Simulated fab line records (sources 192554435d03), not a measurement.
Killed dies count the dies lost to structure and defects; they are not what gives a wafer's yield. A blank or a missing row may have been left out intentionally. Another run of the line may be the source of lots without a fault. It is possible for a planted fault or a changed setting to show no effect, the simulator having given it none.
Problem report, 8D (eight disciplines) form, completed by code | flow n5Finfet | the parts of the form that need people (team, actions taken, sign-off) are left out

1. THE ISSUE
cdNm at N5_MOL_CONTACT_COAG_CD_MEAS_84 reads a mean of 15.71 nm on 3 wafers of 1 lot; wafers without a fault read 25.13 nm with a standard deviation of 0.26. That puts it -36 standard deviations away from the usual mean.
The step: target cd 25.1 nm.
First seen on wafer L246.2, day 10 14:29, on cdSem-02. At this step, 27 wafers from 9 lots have a number in the record. By rule, "out" or "out of limits" means more than 4 standard deviations away from the usual mean. The rest of the wafers with a number are treated as sound.

2. WHAT IT IS AND WHAT IT IS NOT
question                    | is                     | is not
which readings at this step | cdNm                   | -
which lots                  | L246                   | L226, L228, L229, L231, L233, L235, L239, L248
which wafers of those lots  | all that have a number | -
read on which gauges        | cdSem-02               | cdSem-01, cdSem-03
when                        | from day 10 14:29      | up to then (21 sound wafers); but 3 sound wafers of L248 came after

3. SUSPECTS, AND WHAT RULES EACH OUT
Counting: a tool at any process step up to the reading remains a suspect when it ran all the lots that are out and ran no sound lot after the first of those.
- the gauge at N5_MOL_CONTACT_COAG_CD_MEAS_84 has been ruled out. All the wafers that are out were read on cdSem-02, but those of them that N5_MOL_CONTACT_COAG_EXPOSE_81 has rows for are out there too, on other tools.
- pvdSputter-01 at N5_MOL_CONTACT_COAG_PRE_CLEAN_141 (time 60 s): kept. It ran the lot that is out, L246 (day 10 06:58), and no sound lot after that; its last sound lot up to then is L231 (day 6 09:03).
- cmp-03 at N5_MOL_CONTACT_COAG_CMP_28 (polishes, stops on SiNx, t overpolish 0.85 s, target thk 14.522 nm): kept. It ran the lot that is out, L246 (day 10 13:20), and no sound lot after that; its last sound lot up to then is L239 (day 8 12:31).
- euvScanner-01 at N5_MOL_CONTACT_COAG_EXPOSE_81 (exposes mask VG, defocus 0 nm): kept. It ran the lot that is out, L246 (day 10 14:21), and no sound lot after that; its last sound lot up to then is L239 (day 8 15:40). Out on those wafers are its own readings of exposureDoseMJCm2.
Still standing after the count: pvdSputter-01 at N5_MOL_CONTACT_COAG_PRE_CLEAN_141, cmp-03 at N5_MOL_CONTACT_COAG_CMP_28, euvScanner-01 at N5_MOL_CONTACT_COAG_EXPOSE_81.

4. THE CAUSE (what the simulator had put in)
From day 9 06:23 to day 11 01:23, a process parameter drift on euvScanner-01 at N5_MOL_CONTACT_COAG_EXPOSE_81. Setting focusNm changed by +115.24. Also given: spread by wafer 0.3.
Counting leaves 3 suspects; this tool is one of them.

5. THE EFFECT CHAIN, in route order
Rows list readings where the struck wafers' mean (over those with a number) sits beyond 3 standard deviations from the usual. Only readings whose record carries a usual standard deviation are examined. hours: median over the lots of the time between each lot's start at the first step of this table that gives one and its start at this step. sigmas: the change, counted in usual standard deviations.
hours | step                            | reading             | usual    | on struck wafers | change | sigmas
0     | N5_MOL_CONTACT_COAG_EXPOSE_81   | exposureDoseMJCm2   | 59.46    | 65.48            | +6.02  | +96
0     | N5_MOL_CONTACT_COAG_CD_MEAS_84  | cdNm                | 25.13 nm | 15.71            | -9.42  | -36
1     | N5_MOL_CONTACT_COAG_CD_MEAS_137 | cdNm                | 16.0 nm  | 7.7              | -8.3   | -25
190   | N5_PASSIVATION_PROBE_49         | defectLimitedYield  | 91.6 %   | 0.0              | -91.6  | -65
190   | N5_PASSIVATION_PROBE_49         | killedAtContacts    | 13       | 1088             | +1075  | +99 or more
190   | N5_PASSIVATION_PROBE_49         | killedDies          | 99       | 1180             | +1081  | +68
190   | N5_PASSIVATION_PROBE_49         | killedOnRim         | 13       | 152              | +139   | +37
190   | N5_PASSIVATION_PROBE_49         | sort_bin_5_function | 4.9 %    | 13.4             | +8.5   | +9.4
190   | N5_PASSIVATION_PROBE_49         | sortNPass           | 1081     | 0                | -1081  | -68
190   | N5_PASSIVATION_PROBE_49         | sortYieldPct        | 91.6 %   | 0.0              | -91.6  | -65
The process steps in it:
- N5_MOL_CONTACT_COAG_EXPOSE_81: exposes mask VG, defocus 0 nm.
- N5_PASSIVATION_PROBE_49

6. HOW IT WOULD HAVE BEEN CAUGHT EARLIER
In this record the first reading out of limits at a measuring or inspecting step was taken at day 10 14:29, 32 hours after the fault began at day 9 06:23.
Tool's own readings at N5_MOL_CONTACT_COAG_EXPOSE_81, exposureDoseMJCm2: out on all struck wafers the step has rows for; an alarm limit on them would have tripped on the first.
Lots out: 1; all had begun N5_MOL_CONTACT_COAG_EXPOSE_81 on euvScanner-01 by day 10 14:29. Tool hold at that time: it would have spared none of them.
